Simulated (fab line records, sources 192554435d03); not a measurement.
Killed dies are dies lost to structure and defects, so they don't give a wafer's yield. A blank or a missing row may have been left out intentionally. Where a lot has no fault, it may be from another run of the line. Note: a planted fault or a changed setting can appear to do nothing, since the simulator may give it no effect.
fab line records ; flow n5-finfet
record: lots: 13; wafers: 35; last-day: 18
route steps=1938 shown BEOL_M6@1242
lots untouched by any fault: they come from a run of this same line in which no faults occurred
start-h: hours from the record's first day to the start of the lot's first wafer shown ; wait-h: hours since the lot's step before ; " unchanged from the row above ; L1.1+2: one row covering several wafers at once ; - no value present, or no start provided ; * or withheld: withheld ; < > ~ a bound
route shown NAME@n: NAME is a module with steps in the file, n the number in the route of the first one ; usual: average and standard deviation across the fault-free wafers ; same: alike in all rows ; chamber/n: place in a boat ; sites: per-site readings ; _std_site: how widely they spread, as a standard deviation ; _edge_site: inner sites' mean taken away from outer sites' mean ; radius-mm: how far each site lies from the wafer's centre ; mask NAME#n: copy n ; behind: the tool/chamber that last shaped the wafer ; hold: what put the lot on hold/how long, in hours/how the hold closed ; device: the transistor (n, p or np) that didn't switch ; end of line: at the end of the route, the tests of the same wafers ; where a step has no rows: the recipe by itself ; killed: the dies lost at the first sort to structure and to defects; this is not the yield of the wafer ; map: a wafer's dies, marking killed ones x, the rest . and places with no die _
set.NAME: setting as actually run; set.NAME@STEP: the setting as run at that earlier step ; model.NAME: the simulator's own value behind a step, which no gauge read
one table for each step of the route and one row for each wafer, over a sample of lots
services: the hour from which a tool's chamber was out of use, counted from the record's first day as start-h (under 0 if before that day), plus the number of hours and why
== steps ==
step: N5_BEOL_M6_OCD_MEAS_38
usual: trench-depth-nm: 94.9/1.3
lot.wafer;tool;chamber;start-h;wait-h;trench-depth-nm
L476.3;ocd-02;-;185.59;-;94.2
L476.4;ocd-02;-;185.59;-;92.5
L476.5;ocd-02;-;185.59;-;96.6
L478.2;ocd-02;-;212.54;-;93.7
L478.3;ocd-02;-;212.54;-;95.4
L478.4;ocd-02;-;212.54;-;93.6
L481.2;ocd-02;-;231.61;-;95.7
L481.4;ocd-02;-;231.61;-;96.6
L481.6;ocd-02;-;231.61;-;93.4
L482.1;ocd-02;-;242.46;-;95.5
L482.2;ocd-02;-;242.46;-;95.5
L482.4;ocd-02;-;242.46;-;95.1
L484.1;ocd-01;-;253.36;-;96.4
L488.6;ocd-02;-;267.63;-;94.9
L491.1;ocd-01;-;295.77;-;94.4
L491.5;ocd-01;-;295.77;-;94.8
L491.6;ocd-01;-;295.77;-;94.7
L493.2;ocd-01;-;301.07;-;91.6
L493.3;ocd-01;-;301.07;-;95.2
L493.6;ocd-01;-;301.07;-;91.9
L497.2;ocd-01;-;330.19;-;94.7
L497.3;ocd-01;-;330.19;-;96.3
L497.5;ocd-01;-;330.19;-;95.3
L495.3;ocd-01;-;330.77;-;94.5
L495.5;ocd-01;-;330.77;-;95.2
L495.6;ocd-01;-;330.77;-;97.0
L496.1;ocd-02;-;331.16;-;93.2
L496.2;ocd-02;-;331.16;-;95.0
L496.6;ocd-02;-;331.16;-;97.6
L498.1;ocd-01;-;332.54;-;96.3
L498.2;ocd-01;-;332.54;-;95.8
L498.4;ocd-01;-;332.54;-;96.1
L499.1;ocd-01;-;355.59;-;94.2
L499.4;ocd-01;-;355.59;-;96.9
L499.6;ocd-01;-;355.59;-;94.6
step: N5_BEOL_M6_CURE_75
recipe: temp-c: 370; time-s: 120; ambient: DMADMS/He; material: SiCOH_lowk
usual: lamp-power-pct: 52.32/0.058; wafer_temp_C_max: 371.8/0.92
lot.wafer;tool;chamber;start-h;wait-h;lamp-power-pct;wafer_temp_C_max
L476.3;uv-cure-02;0;185.88;0.1;52.40;371.4
L476.4;uv-cure-02;0;185.88;0.1;52.30;371.1
L476.5;uv-cure-02;0;185.88;0.1;52.33;371.4
L478.2;uv-cure-01;1;213.07;0.4;52.25;371.7
L478.3;uv-cure-01;1;213.07;0.4;52.34;371.5
L478.4;uv-cure-01;1;213.07;0.4;52.20;371.6
L481.2;uv-cure-01;2;231.85;0.1;52.21;371.7
L481.4;uv-cure-01;2;231.85;0.1;52.29;371.7
L481.6;uv-cure-01;2;231.85;0.1;52.43;371.6
L482.1;uv-cure-01;0;242.65;0.0;52.32;371.3
L482.2;uv-cure-01;0;242.65;0.0;52.33;371.5
L482.4;uv-cure-01;0;242.65;0.0;52.41;371.3
L484.1;uv-cure-02;0;253.55;0.0;52.30;370.5
L488.6;uv-cure-03;2;268.08;0.3;52.28;371.2
L491.1;uv-cure-03;1;296.02;0.1;52.31;373.6
L491.5;uv-cure-03;1;296.02;0.1;52.40;373.0
L491.6;uv-cure-03;1;296.02;0.1;52.30;373.2
L493.2;uv-cure-03;2;301.31;0.1;52.24;371.1
L493.3;uv-cure-03;2;301.31;0.1;52.35;371.7
L493.6;uv-cure-03;2;301.31;0.1;52.25;371.8
L497.2;uv-cure-03;0;330.43;0.1;52.29;373.0
L497.3;uv-cure-03;0;330.43;0.1;52.29;372.8
L497.5;uv-cure-03;0;330.43;0.1;52.34;372.7
L495.3;uv-cure-01;2;331.07;0.1;52.23;371.7
L495.5;uv-cure-01;2;331.07;0.1;52.33;371.5
L495.6;uv-cure-01;2;331.07;0.1;52.21;371.6
L496.1;uv-cure-03;1;331.36;0.0;52.27;372.9
L496.2;uv-cure-03;1;331.36;0.0;52.37;373.7
L496.6;uv-cure-03;1;331.36;0.0;52.28;372.4
L498.1;uv-cure-01;1;332.73;0.0;52.27;371.3
L498.2;uv-cure-01;1;332.73;0.0;52.25;370.9
L498.4;uv-cure-01;1;332.73;0.0;52.27;371.4
L499.1;uv-cure-02;0;355.80;0.0;52.37;371.6
L499.4;uv-cure-02;0;355.80;0.0;52.28;371.5
L499.6;uv-cure-02;0;355.80;0.0;52.23;371.0
step: N5_BEOL_M6_CVD_78
recipe: material: Co; target-thk-a: 20; temp-c: withheld; precursor: CCTBA/H2; pressure-torr: 30; time-s: 142.3
usual: run-length-s: 165.9/0.7
lot.wafer;tool;chamber;start-h;wait-h;run-length-s
L476.3;cvd-co-02;1;188.30;0.2;166.5
L476.4;cvd-co-02;1;188.30;0.2;166.3
L476.5;cvd-co-02;2;188.30;0.2;165.9
L478.2;cvd-co-01;2;214.47;0.3;166.4
L478.3;cvd-co-01;1;214.47;0.3;166.5
L478.4;cvd-co-01;2;214.47;0.3;166.3
L481.2;cvd-co-02;1;234.58;0.3;166.4
L481.4;cvd-co-02;1;234.58;0.3;166.1
L481.6;cvd-co-02;2;234.58;0.3;165.5
L482.1;cvd-co-01;2;243.78;0.1;166.0
L482.2;cvd-co-01;0;243.78;0.1;166.2
L482.4;cvd-co-01;0;243.78;0.1;165.6
L484.1;cvd-co-01;1;254.86;0.3;168.9
L488.6;cvd-co-01;2;268.87;0.1;166.0
L491.1;cvd-co-02;2;297.04;0.3;165.2
L491.5;cvd-co-02;0;297.04;0.3;164.2
L491.6;cvd-co-02;1;297.04;0.3;165.9
L493.2;cvd-co-02;0;302.38;0.3;164.9
L493.3;cvd-co-02;1;302.38;0.3;166.5
L493.6;cvd-co-02;2;302.38;0.3;165.5
L497.2;cvd-co-01;2;331.32;0.0;166.7
L497.3;cvd-co-01;0;331.32;0.0;166.7
L497.5;cvd-co-01;0;331.32;0.0;165.8
L495.3;cvd-co-02;0;331.83;0.1;164.3
L495.5;cvd-co-02;2;331.83;0.1;165.5
L495.6;cvd-co-02;1;331.83;0.1;166.0
L496.1;cvd-co-01;0;332.75;0.1;166.3
L496.2;cvd-co-01;1;332.75;0.1;166.4
L496.6;cvd-co-01;0;332.75;0.1;166.1
L498.1;cvd-co-01;0;334.27;0.0;166.1
L498.2;cvd-co-01;1;334.27;0.0;166.2
L498.4;cvd-co-01;2;334.27;0.0;165.9
L499.1;cvd-co-01;0;358.67;0.1;166.1
L499.4;cvd-co-01;2;358.67;0.1;165.9
L499.6;cvd-co-01;1;358.67;0.1;166.2
step: N5_BEOL_M6_RS_MEAS_57
recipe: thk-meas-gauge: four-point-probe; reads: Cu_of_BEOL_M6_ECD_50+Co_of_BEOL_M6_CVD_78+TaN_of_BEOL_M6_ALD_77
usual: M6_RS: 0.287/0.0067
lot.wafer;tool;chamber;start-h;wait-h;M6_RS[ohm/sq]
L476.3;film-metro-01;-;189.43;0.1;0.287
L476.4;film-metro-01;-;189.43;0.1;0.295
L476.5;film-metro-01;-;189.43;0.1;0.273
L478.2;film-metro-01;-;217.00;0.1;0.297
L478.3;film-metro-01;-;217.00;0.1;0.284
L478.4;film-metro-01;-;217.00;0.1;0.299
L481.2;film-metro-02;-;236.10;0.1;0.274
L481.4;film-metro-02;-;236.10;0.1;0.271
L481.6;film-metro-02;-;236.10;0.1;0.286
L482.1;film-metro-02;-;245.85;0.1;0.286
L482.2;film-metro-02;-;245.85;0.1;0.287
L482.4;film-metro-02;-;245.85;0.1;0.294
L484.1;film-metro-02;-;256.63;0.1;0.278
L488.6;film-metro-01;-;269.88;0.0;0.283
L491.1;film-metro-02;-;298.17;0.1;0.282
L491.5;film-metro-02;-;298.17;0.1;0.285
L491.6;film-metro-02;-;298.17;0.1;0.285
L493.2;film-metro-01;-;304.26;0.1;0.294
L493.3;film-metro-01;-;304.26;0.1;0.282
L493.6;film-metro-01;-;304.26;0.1;0.294
L497.2;film-metro-02;-;332.52;0.1;0.289
L497.3;film-metro-02;-;332.52;0.1;0.281
L497.5;film-metro-02;-;332.52;0.1;0.281
L495.3;film-metro-01;-;332.99;0.1;0.294
L495.5;film-metro-01;-;332.99;0.1;0.284
L495.6;film-metro-01;-;332.99;0.1;0.281
L496.1;film-metro-02;-;334.73;0.1;0.295
L496.2;film-metro-02;-;334.73;0.1;0.289
L496.6;film-metro-02;-;334.73;0.1;0.279
L498.1;film-metro-02;-;335.89;0.1;0.289
L498.2;film-metro-02;-;335.89;0.1;0.283
L498.4;film-metro-02;-;335.89;0.1;0.282
L499.1;film-metro-02;-;359.97;0.1;0.297
L499.4;film-metro-02;-;359.97;0.1;0.283
L499.6;film-metro-02;-;359.97;0.1;0.295
== services ==
tool;chamber;start-h;hours;kind
cvd-co-01;2;172.74;5.5;repair
uv-cure-03;-;197.38;7.5;repair
uv-cure-01;-;205.80;1.4;repair
cvd-co-01;-;219.86;6.0;pm
uv-cure-03;-;223.88;1.0;pm
uv-cure-01;-;232.42;2.1;pm
cvd-co-02;0;246.03;8.4;repair
uv-cure-03;-;259.79;2.1;pm
cvd-co-02;-;264.13;0.7;repair
uv-cure-02;-;304.13;7.5;pm
uv-cure-03;-;306.34;6.0;pm
cvd-co-02;1;333.44;-;clean
cvd-co-02;1;333.44;22.0;scheduled-down
cvd-co-02;1;333.44;22.0;vent-cycle
== key ==
first-sign: step: N5_BEOL_M6_CVD_78; reading: run-length-s; direction: up; sigmas: 4.3; usual: *; struck: *
effect none on later readings
met-at N5_BEOL_M6_CVD_78
struck-lots L484
struck-wafers L484.1
not-acting-at N5_BEOL_M6_OCD_MEAS_38,N5_BEOL_M6_CURE_75,N5_BEOL_M6_RS_MEAS_57
onset-between 243.78 254.86
fault: kind: process-parameter-drift; tool: cvd-co-01; chamber: -; onset-h: 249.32; steps: N5_BEOL_M6_CVD_78; channel: time-s; offset: *; shape: step; end-h: 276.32; scope: struck-wafers-only; acts-in: *; stated: *
